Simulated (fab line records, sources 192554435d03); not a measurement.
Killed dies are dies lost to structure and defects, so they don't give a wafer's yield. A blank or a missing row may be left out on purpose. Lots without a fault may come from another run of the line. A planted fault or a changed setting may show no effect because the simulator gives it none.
Which tool did it? | flow n5_finfet | 10 lots, 30 wafers sampled, at 2 steps of a route of 1938

WHAT THE GAUGES READ, wafer by wafer
N5_PASSIVATION_CD_MEAS_10: target cd 3000 nm. Usual: cd_nm 2999.5 nm, standard deviation 2.3.
lot  | measured     | on        | cd_nm (nm)           | flag
L253 | day 12 03:21 | cd_sem-03 | 2999.8 2999.8 3000.9 |
L254 | day 12 07:10 | cd_sem-01 | 2999.3 3001.9 2999.3 |
L255 | day 12 08:13 | cd_sem-02 | 3001.1 3001.7 3002.8 |
L256 | day 12 14:07 | cd_sem-03 | 3000.9 3001.2 3001.7 |
L257 | day 12 14:17 | cd_sem-01 | 2998.4 2995.8 2998.9 |
L265 | day 15 02:43 | cd_sem-01 | 2998.9 3000.2 2998.2 |
L266 | day 15 12:32 | cd_sem-01 | 3000.7 2998.8 2999.6 |
L273 | day 16 21:44 | cd_sem-03 | 3000.7 2998.4 2997.9 |
L272 | day 16 21:22 | cd_sem-03 | 2997.5 2997.5 2999.2 |
L275 | day 17 21:39 | cd_sem-02 | 2998.3 2997.1 3001.4 |

WHICH TOOL RAN EACH LOT (tool, then ch and the chambers of the sampled wafers, then the start)
lot  | N5_MIM_BOT_ETCH_STRIP_01
L253 | rie_diel-01 ch 2,3, day 12 01:54
L254 | rie_diel-03 ch 1,3, day 12 05:49
L255 | rie_diel-04 ch 0,2,3, day 12 07:07
L256 | rie_diel-04 ch 0,1,3, day 12 12:25
L257 | rie_diel-03 ch 1,2, day 12 12:26
L265 | rie_diel-03 ch 0,1,3, day 15 01:42
L266 | rie_diel-04 ch 0,2,3, day 15 09:41
L273 | rie_diel-04 ch 0,1,2, day 16 17:38
L272 | rie_diel-03 ch 2,3, day 16 19:30
L275 | rie_diel-01 ch 0,2,3, day 17 17:40
- N5_MIM_BOT_ETCH_STRIP_01: strips in O2.

WHAT THE TOOLS THEMSELVES READ (means of the sampled wafers that have a number; where no wafer has one, the mark that the record gives instead)
N5_MIM_BOT_ETCH_STRIP_01. Usual: drypump_motor_current_A 5.6 A, standard deviation 0.4; oes_product_au 0.78 a.u., standard deviation 0.079; rf_vpp_V 3.5 V, standard deviation 1.3; showerhead_plenum_p_Torr 2.11 Torr, standard deviation 0.054; temp_c 59.99 C, standard deviation 0.13; throttle_valve_pct 16.62 %, standard deviation 0.23.
lot  | tool        | drypump_motor_current_A (A) | oes_product_au (a.u.) | rf_vpp_V (V) | showerhead_plenum_p_Torr (Torr) | temp_c (C) | throttle_valve_pct (%) | flag
L253 | rie_diel-01 | 5.3                         | 0.73                  | 3.9          | 2.06                            | 59.94      | 16.73                  |
L254 | rie_diel-03 | 5.7                         | 0.84                  | 3.6          | 2.14                            | 60.00      | 16.45                  |
L255 | rie_diel-04 | 6.0                         | 0.78                  | 2.7          | 2.11                            | 60.05      | 16.69                  |
L256 | rie_diel-04 | 6.0                         | 0.74                  | 3.6          | 2.12                            | 59.96      | 16.90                  |
L257 | rie_diel-03 | 5.3                         | 0.73                  | 4.1          | 2.09                            | 59.97      | 16.54                  |
L265 | rie_diel-03 | 5.5                         | 0.77                  | 3.6          | 2.14                            | 60.04      | 16.52                  |
L266 | rie_diel-04 | 6.1                         | 0.85                  | 4.0          | 2.10                            | 59.92      | 16.62                  |
L273 | rie_diel-04 | 6.0                         | 0.74                  | 4.6          | 2.07                            | 59.92      | 16.82                  |
L272 | rie_diel-03 | 5.5                         | 0.75                  | 3.2          | 2.09                            | 60.14      | 16.61                  |
L275 | rie_diel-01 | 5.6                         | 0.73                  | 3.4          | 2.09                            | 60.15      | 16.72                  |

THE ANSWER, worked out from the rows above alone
Rule: a lot is off if the mean of its wafers that have a number lies more than 3 standard deviations from the usual mean. A lot without any number at a reading at which 4 lots or more have one is off too. The other lots that the step has rows for count as sound. The gauges are gone through in route order, then the tools' own readings, and for those a lot's mean is taken as printed above. The first step at which some lot is off is used, and at that step the reading that is off furthest; a lot without a number counts as furthest.
No lot is off at any reading shown: from this, nothing can be told.

WHAT THE SIMULATOR HAD PUT IN
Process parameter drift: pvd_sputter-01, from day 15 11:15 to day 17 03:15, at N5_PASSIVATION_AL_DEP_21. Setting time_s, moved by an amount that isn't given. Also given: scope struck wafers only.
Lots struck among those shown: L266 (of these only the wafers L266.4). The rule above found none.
